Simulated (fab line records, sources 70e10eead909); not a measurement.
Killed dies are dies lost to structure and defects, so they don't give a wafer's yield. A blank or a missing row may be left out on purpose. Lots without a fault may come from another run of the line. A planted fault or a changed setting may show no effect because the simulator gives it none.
Chamber matching | flow nand_harc | NHARC_P_M0_DEP_32 on pecvd-01: 3 sister chambers
The step deposits SiCN, target thk 30 nm. 3 wafers are shown with their chamber, then 10 later ones without.

WAFERS WITH THEIR CHAMBER
wafer  | chamber | heater_power_w (W)
L085.3 | 2       | 567
L087.1 | 0       | 572
L087.3 | 1       | 813

WAFERS WITHOUT THEIR CHAMBER
wafer  | heater_power_w (W)
L087.6 | 567
L090.2 | 769
L090.5 | 782
L090.6 | 555
L091.2 | 614
L091.4 | 538
L091.6 | 784
L097.1 | 500
L097.2 | 711
L097.5 | 523

WHICH CHAMBER EACH WENT THROUGH
wafer  | from the rows above          | in truth
L087.6 | can't be placed: 2 or 0      | 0
L090.2 | 1                            | 1
L090.5 | 1                            | 1
L090.6 | can't be placed: 2 or 0      | 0
L091.2 | can't be placed: 0 or 2      | 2
L091.4 | can't be placed: 2 or 0      | 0
L091.6 | 1                            | 1
L097.1 | can't be placed: 2 or 0      | 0
L097.2 | can't be placed: 1 or 0 or 2 | 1
L097.5 | can't be placed: 2 or 0      | 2
Placed correctly: 3 of 10. Can't be placed from these rows: 7 (the true chamber is among the candidates in 7). Placed wrongly: 0.
How it was worked out, from the rows above alone: a wafer's distance from a chamber is the root of the sum, over the readings, of the square of ((its reading less the chamber's mean) divided by the reading's scatter). The wafer belongs to the nearest chamber; if the next one is less than 2 further off, it can't be placed. A chamber's mean is the mean of its shown wafers. The scatter: with one shown wafer a chamber, the root of the mean of the squares of how far each hidden wafer lies from its nearest shown one.
